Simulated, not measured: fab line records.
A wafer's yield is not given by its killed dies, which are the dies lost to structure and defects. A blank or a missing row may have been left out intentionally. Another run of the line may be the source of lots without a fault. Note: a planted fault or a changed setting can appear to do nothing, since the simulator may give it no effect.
What tool caused it? | flow n5-finfet | 30 wafers from 10 lots sampled at 4 of the route's 1938 steps

== WHAT THE GAUGES SHOWED, per wafer ==
N5_DUMMY_GATE_INSPECT_17: inspects for defects (brightfield).
lot  | measured    | on                | raw-defect-count
L075 | day 3 04:46 | defect-inspect-01 | 146 152 157
L077 | day 3 15:40 | defect-inspect-02 | 189 201 168
L079 | day 4 04:52 | defect-inspect-01 | 190 223 142
L081 | day 4 19:56 | defect-inspect-02 | 167 212 205
L084 | day 5 09:42 | defect-inspect-02 | 186 226 220
L086 | day 5 21:51 | defect-inspect-01 | 132 143 165
L090 | day 6 22:35 | defect-inspect-01 | 207 161 171
L092 | day 7 09:55 | defect-inspect-01 | 363 273 269
L095 | day 8 03:41 | defect-inspect-02 | 290 306 368
L097 | day 8 17:34 | defect-inspect-01 | 252 256 281

== TOOL THAT RAN EACH LOT (tool first, then ch and the chambers of the sampled wafers, then the start) ==
lot  | N5_STI_FIN_REVEAL_ETCHBACK_08     | N5_STI_FIN_REVEAL_STRIP_24        | N5_DUMMY_GATE_ALD_02
L075 | rie-diel-06 ch 0,3, day 2 17:01   | rie-diel-06 ch 0,3, day 2 17:03   | ald-sin-03 ch 0,2,3, day 2 20:09
L077 | rie-diel-01 ch 0,2, day 3 04:02   | rie-diel-01 ch 0,2, day 3 04:05   | ald-sin-01 ch 0,2,3, day 3 07:11
L079 | rie-diel-02 ch 0,1, day 3 16:46   | rie-diel-02 ch 0,1, day 3 16:48   | ald-sin-03 ch 1,2, day 3 20:10
L081 | rie-diel-02 ch 0,1,2, day 4 04:46 | rie-diel-02 ch 0,1,2, day 4 04:47 | ald-sin-03 ch 0,1,3, day 4 07:54
L084 | rie-diel-01 ch 0,1,2, day 4 21:55 | rie-diel-01 ch 0,1,2, day 4 21:57 | ald-sin-01 ch 1,2,3, day 5 01:05
L086 | rie-diel-01 ch 1,2,3, day 5 10:11 | rie-diel-01 ch 1,2,3, day 5 10:14 | ald-sin-04 ch 2,3, day 5 13:22
L090 | rie-diel-02 ch 1,2, day 6 10:35   | rie-diel-02 ch 1,2, day 6 10:37   | ald-sin-01 ch 0,3, day 6 14:03
L092 | rie-diel-06 ch 0,1,3, day 6 22:15 | rie-diel-06 ch 0,1,3, day 6 22:17 | ald-sin-03 ch 0,1, day 7 01:25
L095 | rie-diel-06 ch 0,2, day 7 16:05   | rie-diel-06 ch 0,2, day 7 16:07   | ald-sin-03 ch 0,1,2, day 7 19:13
L097 | rie-diel-06 ch 0,1, day 8 04:07   | rie-diel-06 ch 0,1, day 8 04:09   | ald-sin-01 ch 0,2,3, day 8 07:15
- N5_STI_FIN_REVEAL_ETCHBACK_08: etches SiO2 in C4F6/O2, target depth 30.5 nm, time 10.167 s.
- N5_STI_FIN_REVEAL_STRIP_24: strips in N2/H2, time 90 s.
- N5_DUMMY_GATE_ALD_02: deposits SiO2, target thk 2 nm, pulse time 1 s.

== THE ANSWER, worked out from the rows above alone ==
Rule: the lots themselves supply what counts as usual. Put in order of their means at a reading, lots are off if they are a third of the lots or fewer, leave a main group of 4 or more, and stand apart from it by a gap of 3 or more times the standard deviation of the main group's means; of several such gaps the widest counts. A main group is skipped when, at the precision printed for the reading in the tables above, its means are all equal. A lot without any number at a reading at which 4 lots or more have one is off too. Any other lot the step has rows for is counted as sound.
Across all readings shown, no lot is off: no conclusion can be drawn from this.

== WHAT THE SIMULATOR PUT IN ==
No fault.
